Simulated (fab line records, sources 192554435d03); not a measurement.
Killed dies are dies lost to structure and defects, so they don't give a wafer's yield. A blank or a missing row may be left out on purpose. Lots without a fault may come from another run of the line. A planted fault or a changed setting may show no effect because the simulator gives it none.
A struck lot beside a sound one | flow n5_finfet | 37 steps out of a route of 1938
Sound: wafers L284.1, L284.5, L284.6. Struck: wafers L296.1, L296.2, L296.5. The cause comes at the end.
At each step with rows: each side's tool, then ch and its chambers, then its first start. Under that, the readings that differ: sound wafers | struck wafers | difference of the means | sigmas: that difference in standard deviations of wafers without a fault.
alike: readings whose means differ by less than 2 such deviations, and words and numbers that are the same on both sides. not compared: withheld readings, readings that some wafer has no value for, bounds like >300 that may hide the same value, and numbers for which the record gives no deviation and whose values overlap.
The two part at a step that has a row with sigmas, a row that says differs or no value, or rows on one side only. Numbers that don't overlap but have no deviation are shown without sigmas and don't part them. A reading that every wafer of one side lacks parts them only if that side has two wafers or more.

first, 9 steps without rows for these wafers: N5_BEOL_M4_ANNEAL_95 (time 240 s); N5_BEOL_M4_SPUTTER_96 (material Cu, target thk 4.5 nm, time 8.29 s); N5_BEOL_M4_ECD_50 (material Cu, target thk 300 nm); N5_BEOL_M4_ANNEAL_51 (time 90 s); N5_BEOL_M4_CMP_52 (polishes, stops on SiOC, t overpolish 6.8 s, target thk 40 nm); N5_BEOL_M4_PRE_CLEAN_60 (time 15 s); N5_BEOL_M4_CO_CAP_55 (material Co, precursor CCTBA/H2, target thk 2 nm, time 102.1 s); N5_BEOL_M4_PRE_CLEAN_56 (time 15 s); N5_BEOL_M4_DEP_57 (deposits SiCN from 3MS/NH3, target thk 8 nm, time 14 s).
N5_BEOL_M4_RC_MEAS_101:
  sound on prober-02 ch 0, day 9 07:56; struck on prober-01 ch 0, day 12 05:40
  reading        | sound          | struck         | difference | sigmas
  IOFF_N (nA/um) | 0.29 0.15 0.25 | 0.08 0.13 0.18 | -0.10      | -2
  IOFF_P (nA/um) | 0.36 0.23 0.34 | 0.12 0.18 0.22 | -0.14      | -3
  ION_N (uA/um)  | 702 674 720    | 637 663 690    | -35        | -2
  ION_P (uA/um)  | 479 461 493    | 446 457 466    | -21        | -2
  VT_N (mV)      | 241 247 242    | 258 251 248    | +9         | +2
  VT_P (mV)      | -240 -245 -239 | -256 -252 -250 | -11        | -3
  alike: DIBL_N, DIBL_P, SS_N, SS_P
then, 24 steps without rows for these wafers: N5_BEOL_M5_ILD_DEP_00 (deposits SiCOH lowk from DEMS/porogen, target thk 140.64 nm, time 25.9 s); N5_BEOL_M5_CURE_79 (cures SiCOH lowk, time 240 s); N5_BEOL_M5_PECVD_70 (deposits SiO2 from TEOS/O2, target thk 16 nm, time 18 s); N5_BEOL_M5_HM_DEP_02 (deposits TiN, target thk 20 nm); N5_BEOL_M5_COAT_59 (time 60 s, resist thk 60 nm); N5_BEOL_M5_COAT_60 (time 60 s, resist thk 12 nm); N5_BEOL_M5_COAT_71 (time 60 s, resist thk 5 nm); N5_BEOL_M5_COAT_05 (resist thk 30 nm); N5_BEOL_M5_EBR_07; N5_BEOL_M5_SOFTBAKE_06 (time 60 s); N5_BEOL_M5_EXPOSE_08 (exposes mask M5, target cd 28 nm); N5_BEOL_M5_PEB_09 (peb time 60 s); N5_BEOL_M5_DEVELOP_10 (develop time 30 s); N5_BEOL_M5_DESCUM_16 (chemistry O2, time 7 s); N5_BEOL_M5_ETCH_72 (etches underlayer in N2/H2, target depth 6.5 nm, time 5.2 s); N5_BEOL_M5_ETCH_61 (etches SiARC in CF4, target depth 15.6 nm, time 26 s); N5_BEOL_M5_ETCH_62 (etches SOC in N2/H2, target depth 75 nm, overetch 15 nm, time 112.5 s); N5_BEOL_M5_STRIP_63 (strips in N2/H2); N5_BEOL_M5_STRIP_73 (strips in N2/H2); N5_BEOL_M5_STRIP_64 (strips in CF4); N5_BEOL_M5_HM_OPEN_17 (chemistry Cl2/BCl3, target TiN, target depth 20 nm, overetch 6 nm); N5_BEOL_M5_STRIP_19 (strips in O2); N5_BEOL_M5_COAT_65 (time 60 s, resist thk 60 nm); N5_BEOL_M5_COAT_66 (time 60 s, resist thk 12 nm).
-- the record jumps here: 3 days lie between the struck wafers' starts before and after (it left off in module BEOL_M5 and takes up again in module BEOL_M13, whose first step shown is number 1693 of the route) --
N5_BEOL_M13_ETCH_67: etches SiARC in CF4, target depth 143 nm, time 238.3 s.
  sound on rie_diel-02 ch 0,1,3, day 12 07:40; struck on rie_diel-04 ch 0,2, day 15 04:40
  no value came back on the struck wafers for any of 9 readings (bias_w (W), cf4_flow_sccm (sccm) and others); on the sound wafers bias_w (W) reads 35.99 35.98 36.11
  reading                                    | sound           | struck            | difference | sigmas
  model.coat_of_BEOL_M13_COAT_22.thk_nm (nm) | 211 210.6 210.8 | 283.8 285.2 284.4 | +73.7      |
  not compared: rf_hours_counter_h
N5_BEOL_M13_OCD_MEAS_35:
  sound on ocd-01, day 12 08:13; struck on ocd-01, day 15 05:12
  reading              | sound       | struck | difference                    | sigmas
  trench_depth_nm (nm) | 399 391 412 | - - -  | no value on the struck wafers |
N5_PASSIVATION_PROBE_49:
  the record has rows for the struck wafers here (prober-01, day 16 12:32) and none for the sound ones

WHERE THEY PART
First at N5_BEOL_M4_RC_MEAS_101; last, within this record, at N5_PASSIVATION_PROBE_49.

WHY: what the simulator had put in
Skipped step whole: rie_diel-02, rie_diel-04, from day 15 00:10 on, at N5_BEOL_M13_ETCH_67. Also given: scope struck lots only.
